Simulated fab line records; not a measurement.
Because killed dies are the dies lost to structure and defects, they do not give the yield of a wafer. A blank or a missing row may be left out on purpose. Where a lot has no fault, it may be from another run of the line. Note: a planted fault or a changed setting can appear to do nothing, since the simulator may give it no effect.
Chamber matching / flow n5 finfet / N5_BEOL_M11_CURE_72 on uv cure-02 has 3 sister chambers
The step cures SiCOH lowk, time 120 s. 6 wafers are shown with their chamber, then 7 later ones without.

== WAFERS PAIRED WITH THEIR CHAMBERS ==
wafer=L085.3; chamber=2; wafer_temp_C_max=373.3; lamp power pct (%)=52.23
wafer=L085.4; chamber=2; wafer_temp_C_max=373.0; lamp power pct (%)=52.32
wafer=L084.4; chamber=0; wafer_temp_C_max=371.8; lamp power pct (%)=52.30
wafer=L084.6; chamber=0; wafer_temp_C_max=372.5; lamp power pct (%)=52.31
wafer=L089.3; chamber=1; wafer_temp_C_max=371.3; lamp power pct (%)=52.36
wafer=L089.4; chamber=1; wafer_temp_C_max=371.4; lamp power pct (%)=52.21

== WAFERS WITH NO CHAMBER GIVEN ==
wafer=L089.5; wafer_temp_C_max=371.5; lamp power pct (%)=52.33
wafer=L090.3; wafer_temp_C_max=371.9; lamp power pct (%)=52.32
wafer=L090.4; wafer_temp_C_max=372.1; lamp power pct (%)=52.25
wafer=L090.5; wafer_temp_C_max=372.7; lamp power pct (%)=52.34
wafer=L094.1; wafer_temp_C_max=372.2; lamp power pct (%)=52.38
wafer=L094.2; wafer_temp_C_max=372.1; lamp power pct (%)=52.37
wafer=L094.3; wafer_temp_C_max=372.9; lamp power pct (%)=52.33

== WHICH CHAMBER EACH ONE RAN IN ==
wafer=L089.5; from the rows above=can't be placed: 1 or 0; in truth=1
wafer=L090.3; from the rows above=can't be placed: 0 or 1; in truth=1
wafer=L090.4; from the rows above=can't be placed: 0 or 1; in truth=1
wafer=L090.5; from the rows above=can't be placed: 2 or 0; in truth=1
wafer=L094.1; from the rows above=can't be placed: 0 or 1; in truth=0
wafer=L094.2; from the rows above=can't be placed: 0 or 1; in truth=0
wafer=L094.3; from the rows above=can't be placed: 2 or 0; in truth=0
0 of 7 placed correctly. Unplaceable from these rows: 7, with the true chamber sitting among the candidates in 6. 0 placed wrongly.
How it was worked out, from the rows above alone: a wafer's distance from a chamber is the root of the sum, over the readings, of the square of ((its reading less the chamber's mean) divided by the reading's scatter). The wafer belongs to the nearest chamber; if the next one is less than 2 further off, it can't be placed. Each chamber's mean is taken over the wafers shown for it. The scatter is the square root of a quotient: the sum, over the shown wafers, of each reading's squared deviation from its chamber's mean, divided by wafers minus chambers.
